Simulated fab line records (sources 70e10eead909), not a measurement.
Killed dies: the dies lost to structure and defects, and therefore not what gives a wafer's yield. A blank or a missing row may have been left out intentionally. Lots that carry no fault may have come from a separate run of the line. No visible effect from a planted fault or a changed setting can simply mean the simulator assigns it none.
fab line records ; flow nand-harc
record lots=6; wafers=18; last-day=30
route steps=1302 shown A_STAIRCASE@864 A_SGD_CUT@890 END@1302
lots untouched by any fault: they come from a run of this same line in which no faults occurred
start-h: start of the lot's first displayed wafer, in hours after the record's first day ; wait-h: hours elapsed since this lot's preceding step ; " repeats the value in the row above ; L1.1+2: a single row standing in for several wafers ; - either no value or no given start ; * or withheld: withheld ; < > ~ a bound
route shown NAME@n: names a module that has steps shown in the file, with the first one's number in the route ; usual: mean/standard deviation of fault-free wafers ; same: alike in all rows ; chamber/n: place in a boat ; sites: the reading at each site ; _std_site: how widely they spread, as a standard deviation ; _edge_site: outer sites' mean less inner sites' ; radius-mm: how far each site lies from the wafer's centre ; mask NAME#n: copy n ; behind: the last tool/chamber to shape the wafer ; hold: what put the lot on hold/how long, in hours/how the hold closed ; device: the transistor (n, p or np) that didn't switch ; end of line: tests of these same wafers at the route's end ; a step given without rows: its recipe and nothing more ; killed: at the first sort, the dies lost to defects and structure; wafer yield is something else ; map: shows each die of a wafer: x if killed, . if not, _ if none is there
set.NAME: setting as actually run; set.NAME@STEP: the setting as run at that earlier step ; model.NAME: the simulator's own value behind a step, which no gauge read
certain route steps with their lots: each step a table, each wafer a row
services: from which hour (start-h, from the record's first day; less than 0 if before it) a tool's chamber was out of use, for how many hours, and why
## steps
# step NHARC_A_STAIRCASE_EXPOSE_438
# recipe na=0.5; dose-mj=28.97; mask-id=STAIR_REV
# step NHARC_A_STAIRCASE_PEB_439
# recipe peb-temp-c=115; peb-time-s=130
# step NHARC_A_STAIRCASE_DEVELOP_440
# recipe time-s=140
# step NHARC_A_STAIRCASE_HARDBAKE_442
# recipe temp-c=120; time-s=140
# step NHARC_A_STAIRCASE_DESCUM_443
# recipe time-s=3; o2-flow-sccm=200; ar-flow-sccm=0; bias-power-w=0; chemistry=O2
# step NHARC_A_STAIRCASE_ETCH_444
# recipe target-depth-a=2.04e+05; time-s=6800; c4f8-flow-sccm=20; o2-flow-sccm=10; ar-flow-sccm=withheld; rf-w=600; bias-w=1000; chemistry=C4F8/O2
# usual oes-product-au=0.937/0.019; rf-vpp-V=808/4.1
lot.wafer;tool;chamber;start-h;wait-h;oes-product-au;rf-hours-counter-h;rf-vpp-V
L418.3;rie-diel-01;2;449.56;0.6;0.937;15;800
L418.4;rie-diel-01;0;449.56;0.6;0.936;20;815
L418.6;rie-diel-01;2;449.56;0.6;0.930;-;799
L419.1;rie-diel-01;2;452.84;3.8;0.931;19;799
L419.3;rie-diel-01;3;452.84;3.8;0.916;22;804
L419.5;rie-diel-01;1;452.84;3.8;0.927;-;808
L421.3;rie-diel-08;2;477.34;0.1;0.932;33;805
L421.4;rie-diel-08;3;477.34;0.1;0.942;32;805
L421.1;rie-diel-08;0;477.34;0.1;0.942;27;809
L428.3;rie-diel-08;0;537.42;0.1;0.919;49;808
L428.4;rie-diel-08;1;537.42;0.1;0.920;51;811
L428.2;rie-diel-08;3;537.42;0.1;0.927;56;807
L430.3;rie-diel-11;3;559.73;0.1;0.931;37;813
L430.2;rie-diel-11;0;559.73;0.1;0.933;37;807
L430.5;rie-diel-11;3;561.63;2.0;0.940;-;811
L432.4;rie-diel-08;0;588.45;0.6;0.974;11;808
L432.2;rie-diel-08;2;588.45;0.6;0.987;10;802
L432.5;rie-diel-08;3;588.45;0.6;0.961;-;806
# step NHARC_A_STAIRCASE_STRIP_446
# recipe power-w=1500; temp-c=250; chemistry=O2
# usual drypump-motor-current-A=5.6/0.48; heater-power-w=333/28
lot.wafer;tool;chamber;start-h;wait-h;drypump-motor-current-A;heater-power-w;rf-hours-counter-h
L418.4;plasma-asher-02;0;453.53;0.1;6.1;315;-
L418.3;plasma-asher-02;1;453.53;0.1;5.5;315;-
L418.6;plasma-asher-02;0;453.53;0.1;6.1;320;-
L419.1;plasma-asher-01;1;456.31;0.1;4.7;368;21
L419.3;plasma-asher-01;1;456.31;0.1;4.7;370;-
L419.5;plasma-asher-01;1;456.31;0.1;4.7;379;-
L421.1;plasma-asher-02;1;481.78;0.1;5.5;313;11
L421.3;plasma-asher-02;0;481.78;0.1;6.1;317;-
L421.4;plasma-asher-02;1;481.78;0.1;5.5;311;-
L428.2;plasma-asher-01;0;541.88;0.1;5.8;325;2
L428.4;plasma-asher-01;1;541.88;0.1;4.7;397;-
L428.3;plasma-asher-01;0;541.88;0.1;5.8;324;-
L430.2;plasma-asher-01;0;565.06;0.0;5.8;330;6
L430.3;plasma-asher-01;0;565.06;0.0;5.8;336;-
L430.5;plasma-asher-01;0;565.06;0.0;5.8;334;-
L432.2;plasma-asher-01;1;592.39;0.0;4.7;399;13
L432.4;plasma-asher-01;1;592.39;0.0;4.7;392;-
L432.5;plasma-asher-01;1;592.39;0.0;4.7;385;-
# step NHARC_A_STAIRCASE_STRIP_447
# recipe time-s=900; temp-c=130; chemistry=SPM
# step NHARC_A_STAIRCASE_PRECLEAN_448
# recipe time-s=*; temp-c=50; bath-age-min=0; chemistry=SC1
# step NHARC_A_STAIRCASE_SRD_449
# step NHARC_A_STAIRCASE_CMP_450
# recipe target-thk-nm=200; material=SiO2
# usual motor-current-A=11.9/1.1
lot.wafer;tool;chamber;start-h;wait-h;motor-current-A
L418.3;cmp-01;3;454.24;-;10.1
L418.4;cmp-01;1;454.24;-;11.6
L418.6;cmp-01;3;454.24;-;10.0
L419.1;cmp-01;2;457.07;-;11.7
L419.3;cmp-01;3;457.07;-;10.3
L419.5;cmp-01;1;457.07;-;11.8
L421.3;cmp-04;1;482.55;-;11.2
L421.1;cmp-04;2;482.55;-;11.3
L421.4;cmp-04;3;482.55;-;12.2
L428.3;cmp-04;0;542.64;-;12.7
L428.2;cmp-04;1;542.64;-;10.8
L428.4;cmp-04;3;542.64;-;12.2
L430.2;cmp-04;0;565.87;-;12.7
L430.3;cmp-04;1;565.87;-;11.2
L430.5;cmp-04;0;565.87;-;12.6
L432.2;cmp-02;0;593.20;-;11.0
L432.4;cmp-02;2;593.20;-;10.1
L432.5;cmp-02;3;593.20;-;11.9
# step NHARC_A_STAIRCASE_CMP_152
# step NHARC_A_STAIRCASE_SRD_154
# step NHARC_A_STAIRCASE_ETCH_403
# recipe target-depth-a=1082; chemistry=dHF; material=SiO2
# step NHARC_A_STAIRCASE_ETCHBACK_422
# recipe target-depth-a=400; over-etch-frac=0.3; time-s=74.286; ion-energy-ev=120; ch3f-flow-sccm=50; o2-flow-sccm=30; ar-flow-sccm=200; rf-w=500; bias-w=100; chemistry=CH3F/O2
# step NHARC_A_STAIRCASE_ETCH_423
# recipe target-depth-a=300; chemistry=dHF; material=SiO2
# step NHARC_A_STAIRCASE_ETCHBACK_157
# recipe target-depth-a=900; over-etch-frac=0.3; time-s=167.14; ion-energy-ev=120; ch3f-flow-sccm=50; o2-flow-sccm=30; ar-flow-sccm=200; rf-w=500; bias-w=100; chemistry=CH3F/O2
# step NHARC_A_STAIRCASE_STRIP_475
# recipe time-s=20; o2-flow-sccm=500; ar-flow-sccm=0; bias-w=0; chemistry=O2
# usual drypump-motor-current-A=5.7/0.37; oes-product-au=1.004/0.01; rf-vpp-V=57.9/0.92; showerhead-plenum-p-Torr=3.53/0.14; throttle-valve-pct=17.037/0.01
lot.wafer;tool;chamber;start-h;wait-h;drypump-motor-current-A;oes-product-au;rf-hours-counter-h;rf-vpp-V;showerhead-plenum-p-Torr;throttle-valve-pct
L418.4;rie-diel-11;3;-;-;5.3;1.006;9;57.6;3.71;17.037
L418.3;rie-diel-11;0;-;-;6.6;1.003;7;57.8;3.55;17.065
L418.6;rie-diel-11;1;-;-;5.1;1.013;-;57.7;3.49;17.030
L419.3;rie-diel-11;0;-;-;6.7;0.999;7;57.5;3.55;17.042
L419.1;rie-diel-11;2;-;-;5.4;1.000;7;60.1;3.62;17.027
L419.5;rie-diel-11;1;-;-;5.1;1.002;-;59.2;3.49;17.026
L421.1;rie-diel-01;0;-;-;5.4;1.005;33;58.4;3.79;17.025
L421.3;rie-diel-01;2;-;-;6.2;1.021;28;57.3;3.29;17.060
L421.4;rie-diel-01;3;-;-;5.6;1.013;29;56.8;3.40;17.025
L428.4;rie-diel-01;3;-;-;5.7;0.987;47;57.7;3.39;17.045
L428.3;rie-diel-01;0;-;-;5.4;1.008;53;59.1;3.78;17.034
L428.2;rie-diel-01;1;-;-;5.9;1.010;56;58.2;3.55;17.051
L430.2;rie-diel-08;1;-;-;5.6;1.005;3;57.1;3.62;17.041
L430.3;rie-diel-08;3;-;-;5.9;0.994;2;59.0;3.45;17.043
L430.5;rie-diel-08;1;-;-;5.6;0.991;-;59.1;3.62;17.032
L432.2;rie-diel-11;3;-;-;5.3;1.001;50;58.2;3.68;17.039
L432.4;rie-diel-11;0;-;-;6.7;1.008;49;58.4;3.53;17.053
L432.5;rie-diel-11;0;-;-;6.6;1.011;-;59.0;3.53;17.033
# step NHARC_A_STAIRCASE_DEP_471
# recipe target-thk-a=1000; temp-c=400; pressure-torr=6.5; rf-w=900; teos-flow-sccm=161.4; flow-sccm=2650; target-thk-nm=100; gas=O2; material=SiO2
# usual heater-power-w=548/110; throttle-valve-pct=15.9/0.55
lot.wafer;tool;chamber;start-h;wait-h;heater-power-w;throttle-valve-pct
L418.3;pecvd-01;1;455.51;-;605;15.7
L418.6;pecvd-01;0;455.51;-;626;15.6
L418.4;pecvd-01;1;455.51;-;632;16.0
L419.1;pecvd-02;0;458.33;-;446;15.2
L419.3;pecvd-02;1;458.33;-;471;15.4
L419.5;pecvd-02;1;458.33;-;480;15.5
L421.3;pecvd-04;1;483.71;-;714;15.6
L421.1;pecvd-04;2;483.71;-;342;16.6
L421.4;pecvd-04;2;483.71;-;362;16.7
L428.2;pecvd-04;2;543.89;-;403;16.8
L428.3;pecvd-04;0;543.89;-;754;16.3
L428.4;pecvd-04;1;543.89;-;686;15.7
L430.2;pecvd-04;1;567.03;-;671;15.7
L430.3;pecvd-04;2;567.03;-;405;16.7
L430.5;pecvd-04;2;567.03;-;404;16.8
L432.2;pecvd-04;1;594.48;-;644;15.8
L432.4;pecvd-04;2;594.48;-;428;16.7
L432.5;pecvd-04;0;594.48;-;749;16.4
# step NHARC_A_STAIRCASE_CMP_472
# recipe material=SiO2
# step NHARC_A_STAIRCASE_SRD_474
# step NHARC_A_SGD_CUT_DEP_00
# recipe target-thk-a=500; temp-c=400; target-thk-nm=50; flow-sccm=200; rf-w=450; material=SiNx
# step NHARC_A_SGD_CUT_DEHYDRATE_01
# recipe temp-c=150; time-s=120
# step NHARC_A_SGD_CUT_HMDS_02
# recipe time-s=30
# step NHARC_A_SGD_CUT_COAT_56
# recipe temp-c=260; time-s=75
# step NHARC_A_SGD_CUT_COAT_57
# recipe temp-c=225; time-s=65
# step NHARC_A_SGD_CUT_COAT_03
# recipe spin-rpm=1500; resist-thk-nm=90
# step NHARC_A_SGD_CUT_SOFTBAKE_04
# recipe temp-c=105; time-s=55
# step NHARC_A_SGD_CUT_EBR_05
# step NHARC_A_SGD_CUT_EXPOSE_06
# recipe na=1.35; dose-mj=85.59; mask-id=SGD
# step NHARC_A_SGD_CUT_PEB_07
# recipe peb-temp-c=100; peb-time-s=65
# step NHARC_A_SGD_CUT_DEVELOP_08
# recipe develop-time-s=35; dev-temp-c=23
# step NHARC_A_SGD_CUT_CD_MEAS_09
# recipe target-cd-nm=100; landing-energy-ev=500
# usual cd-nm=100.0/0.48
lot.wafer;tool;chamber;start-h;wait-h;cd-nm
L418.3;cd-sem-01;0;457.05;-;99.5
L418.4;cd-sem-01;0;457.05;-;99.7
L418.6;cd-sem-01;0;457.05;-;99.4
L419.1;cd-sem-03;0;459.73;-;100.3
L419.3;cd-sem-03;0;459.73;-;100.8
L419.5;cd-sem-03;0;459.73;-;100.7
L421.1;cd-sem-02;0;485.12;-;100.2
L421.3;cd-sem-02;0;485.12;-;99.2
L421.4;cd-sem-02;0;485.12;-;100.5
L428.2;cd-sem-01;0;545.30;-;100.3
L428.3;cd-sem-01;0;545.30;-;100.1
L428.4;cd-sem-01;0;545.30;-;100.3
L430.2;cd-sem-01;0;568.31;-;99.5
L430.3;cd-sem-01;0;568.31;-;100.0
L430.5;cd-sem-01;0;568.31;-;100.2
L432.2;cd-sem-02;0;595.91;-;100.5
L432.4;cd-sem-02;0;595.91;-;99.7
L432.5;cd-sem-02;0;595.91;-;100.7
# step NHARC_A_SGD_CUT_OVL_MEAS_10
# usual overlay-x-nm=-0.1/0.7; overlay-y-nm=-0.1/0.99
lot.wafer;tool;chamber;start-h;wait-h;overlay-x-nm;overlay-y-nm
L418.3;overlay-02;-;457.13;-;-1.2;-0.1
L418.4;overlay-02;-;457.13;-;-1.2;-0.9
L418.6;overlay-02;-;457.13;-;-1.8;-0.7
L419.1;overlay-02;-;459.81;-;-0.9;-0.5
L419.3;overlay-02;-;459.81;-;-1.3;-0.9
L419.5;overlay-02;-;459.81;-;-1.1;-1.0
L421.1;overlay-02;-;485.20;-;-0.5;0.0
L421.3;overlay-02;-;485.20;-;-0.8;0.3
L421.4;overlay-02;-;485.20;-;-0.6;0.3
L428.2;overlay-01;-;545.38;-;-0.1;1.1
L428.3;overlay-01;-;545.38;-;0.3;1.6
L428.4;overlay-01;-;545.38;-;0.3;1.3
L430.2;overlay-01;-;568.40;-;-0.4;-1.3
L430.3;overlay-01;-;568.40;-;-0.7;-1.4
L430.5;overlay-01;-;568.40;-;-0.3;-2.4
L432.2;overlay-02;-;595.99;-;0.3;1.1
L432.4;overlay-02;-;595.99;-;0.0;1.2
L432.5;overlay-02;-;595.99;-;0.0;1.0
# step NHARC_A_SGD_CUT_DESCUM_14
# recipe time-s=3; o2-flow-sccm=200; ar-flow-sccm=0; bias-power-w=0; chemistry=O2
# step NHARC_A_SGD_CUT_ETCH_58
# recipe target-depth-a=390; over-etch-frac=0.3; time-s=65; ion-energy-ev=80; cf4-flow-sccm=150; ar-flow-sccm=0; rf-w=300; bias-w=100; chemistry=CF4
# usual drypump-motor-current-A=5.7/0.33; oes-product-au=1.001/0.012; rf-vpp-V=151.4/1.2; showerhead-plenum-p-Torr=1.78/0.068; throttle-valve-pct=13.285/0.0078
lot.wafer;tool;chamber;start-h;wait-h;drypump-motor-current-A;oes-product-au;rf-hours-counter-h;rf-vpp-V;showerhead-plenum-p-Torr;throttle-valve-pct
L418.3;rie-diel-10;1;457.32;0.1;5.6;1.032;2;152.5;1.80;13.274
L418.4;rie-diel-10;2;457.32;0.1;5.6;1.012;3;151.5;1.78;13.288
L418.6;rie-diel-10;0;457.32;0.1;5.6;0.993;-;151.2;1.72;13.290
L419.3;rie-diel-10;1;460.00;0.1;5.6;1.011;3;152.3;1.80;13.272
L419.1;rie-diel-10;2;460.00;0.1;5.6;1.003;3;152.1;1.78;13.294
L419.5;rie-diel-10;1;460.00;0.1;5.6;1.023;-;151.9;1.80;13.269
L421.4;rie-diel-03;1;485.39;0.1;6.2;1.019;0;151.5;1.72;13.296
L421.3;rie-diel-03;2;485.39;0.1;6.0;1.004;0;152.4;1.81;13.281
L421.1;rie-diel-03;3;485.39;0.1;5.4;1.005;0;151.2;1.70;13.284
L428.4;rie-diel-10;0;545.57;0.1;5.5;0.975;11;149.2;1.72;13.273
L428.2;rie-diel-10;1;545.57;0.1;5.6;1.001;11;152.0;1.80;13.298
L428.3;rie-diel-10;2;545.57;0.1;5.6;0.995;11;152.0;1.78;13.281
L430.2;rie-diel-10;1;568.61;0.1;5.6;1.007;14;151.6;1.80;13.280
L430.3;rie-diel-10;3;568.61;0.1;6.2;0.997;13;152.0;1.82;13.282
L430.5;rie-diel-10;0;568.61;0.1;5.6;0.988;-;149.6;1.72;13.293
L432.4;rie-diel-10;2;596.17;0.1;5.6;0.987;13;151.4;1.78;13.284
L432.2;rie-diel-10;3;596.17;0.1;6.1;0.988;16;152.0;1.82;13.299
L432.5;rie-diel-10;3;596.17;0.1;6.1;0.998;-;152.6;1.82;13.294
# step NHARC_END_SORT_01
# recipe temp-c=25
# usual killed-at-array=41/10; killed-at-other=0.8/0.91; killed-at-periphery=4.2/2.9; killed-dies=46/10; killed-open=3.5/2.1; killed-short=2.5/1.6
# same gross-dies=677
lot.wafer;tool;chamber;start-h;wait-h;killed-at-array;killed-at-other;killed-at-periphery;killed-dies;killed-open;killed-short
L419.1;prober-02;0;577.89;2.5;40;0;2;42;2;1
L419.3;prober-02;0;579.47;3.1;49;0;2;51;10;1
L419.5;prober-02;0;581.04;3.7;47;0;0;47;4;4
L421.1;prober-02;0;603.67;2.5;51;1;1;53;4;2
L421.3;prober-02;0;605.26;3.1;64;0;1;65;4;2
L421.4;prober-02;0;606.06;3.4;55;0;0;55;0;2
L428.2;prober-02;0;673.65;2.8;275;1;1;277;1;0
L428.3;prober-02;0;674.44;3.1;29;1;4;34;5;2
L428.4;prober-02;0;675.24;3.4;40;1;0;41;4;0
L430.3;prober-01;0;694.32;3.1;270;0;9;279;1;3
L432.2;prober-02;0;729.22;2.8;64;1;2;67;4;5
L432.4;prober-02;0;730.86;3.5;62;0;5;67;2;2
L432.5;prober-02;0;731.67;3.8;49;1;3;53;4;4
# killed by level:class
L419.1 A_CHANNEL_HOLE_D1:chamber-film-flake=16 A_SLIT:chamber-film-flake=9 A_STAIRCASE:chamber-film-flake=5 A_CHANNEL_HOLE_D2:chamber-film-flake=3 A_CONTACT:chamber-film-flake=3 P_STI:geometric-particle:short=1 A_CHANNEL_FILL_D1:geometric-particle:open=1 A_BLC:geometric-particle:open=1
L419.3 A_CHANNEL_HOLE_D1:chamber-film-flake=13 A_SLIT:chamber-film-flake=10 A_STAIRCASE:chamber-film-flake=5 A_CHANNEL_HOLE_D2:chamber-film-flake=4 A_CONTACT:unspecified=4 A_CHANNEL_FILL_D1:geometric-particle:open=3 A_CONTACT:chamber-film-flake=3 P_M0:geometric-particle:open=1
L419.5 A_CHANNEL_HOLE_D1:chamber-film-flake=14 A_SLIT:chamber-film-flake=9 A_CHANNEL_HOLE_D2:chamber-film-flake=5 A_STAIRCASE:chamber-film-flake=4 A_CONTACT:unspecified=3 A_CONTACT:chamber-film-flake=3 A_ONON_D1:geometric-particle:open=2 A_DECK1_JOINT:geometric-particle:short=2
L421.1 A_SLIT:chamber-film-flake=18 A_CHANNEL_HOLE_D2:chamber-film-flake=12 A_CHANNEL_HOLE_D1:chamber-film-flake=7 A_CONTACT:chamber-film-flake=4 A_STAIRCASE:chamber-film-flake=2 P_M0:geometric-particle:open=1 A_ONON_D1:geometric-particle:short=1 A_CHANNEL_HOLE_D1:geometric-particle:open=1
L421.3 A_CHANNEL_HOLE_D1:chamber-film-flake=21 A_CHANNEL_HOLE_D2:chamber-film-flake=16 A_SLIT:chamber-film-flake=14 A_CONTACT:chamber-film-flake=4 A_M0:geometric-particle:open=2 A_DECK1_JOINT:chamber-film-flake=2 A_ONON_D2:geometric-particle:short=1 A_STAIRCASE:geometric-particle:short=1
L421.4 A_CHANNEL_HOLE_D2:chamber-film-flake=19 A_CHANNEL_HOLE_D1:chamber-film-flake=15 A_SLIT:chamber-film-flake=10 A_CONTACT:chamber-film-flake=6 A_SOURCE_PLATE:geometric-particle:short=2 A_DECK1_JOINT:chamber-film-flake=1 A_STAIRCASE:chamber-film-flake=1 A_SGD_CUT:chamber-film-flake=1
L428.2 A_STAIRCASE:unspecified=248 A_CHANNEL_HOLE_D1:chamber-film-flake=14 A_CHANNEL_HOLE_D2:chamber-film-flake=8 A_CHANNEL_HOLE_D1:unspecified=2 A_WL_FILL:chamber-film-flake=2 A_CHANNEL_FILL_D2:geometric-particle:open=1 P_STI:chamber-film-flake=1 THIN_TSV:chamber-film-flake=1
L428.3 A_CHANNEL_HOLE_D1:chamber-film-flake=13 A_CHANNEL_HOLE_D2:chamber-film-flake=11 P_CONTACT:geometric-particle:short=1 P_CONTACT:geometric-particle:open=1 P_M0:geometric-particle:open=1 P_M1:geometric-particle:open=1 A_CHANNEL_FILL_D1:geometric-particle:short=1 A_DECK1_JOINT:geometric-particle:open=1
L428.4 A_CHANNEL_HOLE_D1:chamber-film-flake=19 A_CHANNEL_HOLE_D2:chamber-film-flake=11 A_CHANNEL_HOLE_D1:unspecified=4 A_CHANNEL_FILL_D2:geometric-particle:open=2 A_WL_FILL:chamber-film-flake=2 A_SGD_CUT:geometric-particle:open=1 A_M1:geometric-particle:open=1 THIN_TSV:chamber-film-flake=1
L430.3 A_STAIRCASE:unspecified=250 A_CHANNEL_HOLE_D1:chamber-film-flake=9 P_GATE:chamber-film-flake=7 A_CHANNEL_HOLE_D2:chamber-film-flake=5 A_WL_FILL:geometric-particle:short=2 A_BLC:chamber-film-flake=2 P_CONTACT:geometric-particle:open=1 P_M0:geometric-particle:short=1
L432.2 A_CHANNEL_HOLE_D1:chamber-film-flake=18 A_SLIT:chamber-film-flake=12 A_CHANNEL_HOLE_D2:chamber-film-flake=10 A_CONTACT:chamber-film-flake=7 A_STAIRCASE:chamber-film-flake=5 A_SOURCE_PLATE:geometric-particle:short=2 A_BONDPAD:chamber-film-flake=2 P_CONTACT:geometric-particle:open=1
L432.4 A_CHANNEL_HOLE_D1:chamber-film-flake=22 A_SLIT:chamber-film-flake=14 A_CHANNEL_HOLE_D2:chamber-film-flake=11 A_CONTACT:chamber-film-flake=5 A_STAIRCASE:chamber-film-flake=4 P_GATE:chamber-film-flake=3 A_ZERO_WELL:chamber-film-flake=2 P_CONTACT:geometric-particle:short=1
L432.5 A_CHANNEL_HOLE_D1:chamber-film-flake=16 A_SLIT:chamber-film-flake=15 A_CHANNEL_HOLE_D2:chamber-film-flake=3 A_CHANNEL_FILL_D1:geometric-particle:short=2 P_GATE:chamber-film-flake=2 A_CONTACT:chamber-film-flake=2 A_BONDPAD:chamber-film-flake=2 A_ONON_D1:geometric-particle:open=1
# map L428.2 (x killed, . not)
____________x____________
_________xxxxx.._________
_______.x..xxxx..x_______
______.x.x........x______
_____.xx.x...xxxx.xx_____
____.......xx....xx..____
____..xxx.x...x.x.xx.____
___x..x....x...x.xxx..___
___..x.x.x..xxxx.x..xx___
__...x..x......xx......__
__xxxx.......x.x.x.xx.x__
_xx.x.x.xxx........x.x.._
_xx..x.........xxxxxx.xx_
_x...x..x.xx.....xx.x.x._
_...xx.xx..x..x........._
_x...xxx....xx.x.x....x._
x...x..xxxxxx.xx..x.x...x
.x.xxx..x....x...xxx.....
xx..x.x..xx.xx..xx.x.x.xx
...x........x.x...xxx.xx.
.xx...x..x.x..xx.xx.x.x..
_.xx.xx..xx...x..x......_
_..x.xx.x..x....xx..xx.._
_xx....x....xxx..x.x...._
_.x.....xx.x..x.....xx.._
_x.x....x..xxxx...x....._
__..xxx..x...x.xx..x...__
__.x.....x....x..x....x__
___x......x..x...x.x..___
___x..x....xx..x.x....___
____x.x.......xx.xx.x____
____.x..x.xx..xx.x...____
_____xx.xxxxxxxxx.x._____
______.xx..xx..xx.x______
_______..xxxxx.xx._______
_________.xxxxxx_________
____________x____________
# map L430.3 (x killed, . not)
____________x____________
_________......._________
_______..x........_______
______x.xx..xxx...x______
_____..x....xxxx...x_____
____x....xx...x.xx.xx____
____xxx.xx.x.x.x....x____
___.x.xxx.xx.x......xx___
___xx.xx.x......x.xxx.___
__xxxx.xx...x..x..x.x.x__
__xx.x..xxxxxx......x.x__
_........x..xx..xx.xx..._
_xx.xx.xx.x..xx.x..xx..x_
_.xx.x.x....xxxx....x.x._
_.x..x....x.xx....xxx.x._
_x...x.x.x.....x.x.x.x.._
.x.xx.xx....x...x.x......
..x.xx.....x..xx..x....x.
x.....x......x..xx.xx.xxx
.x..x..x..xx..x.x.x..x..x
x..x..x...x....xxx.x...x.
_xxxx..x.x.x...x...x..x._
_...x............x.x.x.x_
_xx.....xx...x.....xxxx._
_xx...x.xxx...x..xxx...._
_xx..xxxxx...x.x.x...x.._
__x...xx....x....xx.xxx__
__x.xxx...x.xxxx......x__
___.x..x.....x....x..x___
___....xx.x.x.x....x..___
____...x.......x.x.xx____
____xx...xxxxxxx..x..____
_____.x.x....x..x..._____
______.xxxx.xxxx...______
_______x....xxx.x._______
_________xxxxxxx_________
____________x____________
## services
tool;chamber;start-h;hours;kind
plasma-asher-02;-;426.00;9.0;pm
rie-diel-10;3;428.25;10.2;repair
cmp-01;-;430.29;2.4;repair
rie-diel-08;0;432.64;2.7;repair
rie-diel-11;-;435.98;9.0;pm
pecvd-04;-;450.12;13.0;pm
rie-diel-01;3;461.79;1.3;repair
rie-diel-01;3;474.99;5.7;repair
cmp-01;-;479.60;4.0;pm
rie-diel-08;1;481.25;4.0;repair
rie-diel-11;3;486.50;8.3;repair
rie-diel-08;-;498.61;5.7;repair
rie-diel-10;2;499.61;4.9;repair
cmp-04;-;503.00;4.0;pm
pecvd-04;-;511.54;0.3;repair
plasma-asher-01;-;519.00;9.0;pm
rie-diel-10;-;538.25;0.7;repair
cmp-04;-;540.65;1.2;repair
rie-diel-08;-;548.91;9.0;pm
rie-diel-10;2;555.41;28.7;repair
rie-diel-01;-;557.90;9.0;pm
rie-diel-11;2;559.48;3.5;repair
cmp-04;-;580.37;0.8;repair
rie-diel-01;-;591.56;0.6;repair
## key
first-sign step=NHARC_END_SORT_01; reading=killed-dies; direction=up; sigmas=23; usual=46; struck=278
effect step=NHARC_END_SORT_01; reading=killed-at-array; direction=up; sigmas=23; usual=41; struck=272
more-kills-born-at NHARC_A_STAIRCASE_CMP_450@cmp-04=498
met-at NHARC_A_STAIRCASE_CMP_450
struck-wafers L428.2,L430.3
tester-left-out L428,L430
onset-between 482.55 542.64
fault kind=chamber-particle-source; tool=cmp-04; chamber=1; onset-h=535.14; steps=NHARC_A_STAIRCASE_CMP_450; rate-per-visit-cm2=0.52489; end-h=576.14
# tester-left-out: of these lots the tester's yield and bins aren't shown, on N5 and GAA mostly nor the transistor test; their killed dies are dies lost to structure and defects alone, not to doping, threshold or leakage, so they don't give the yield
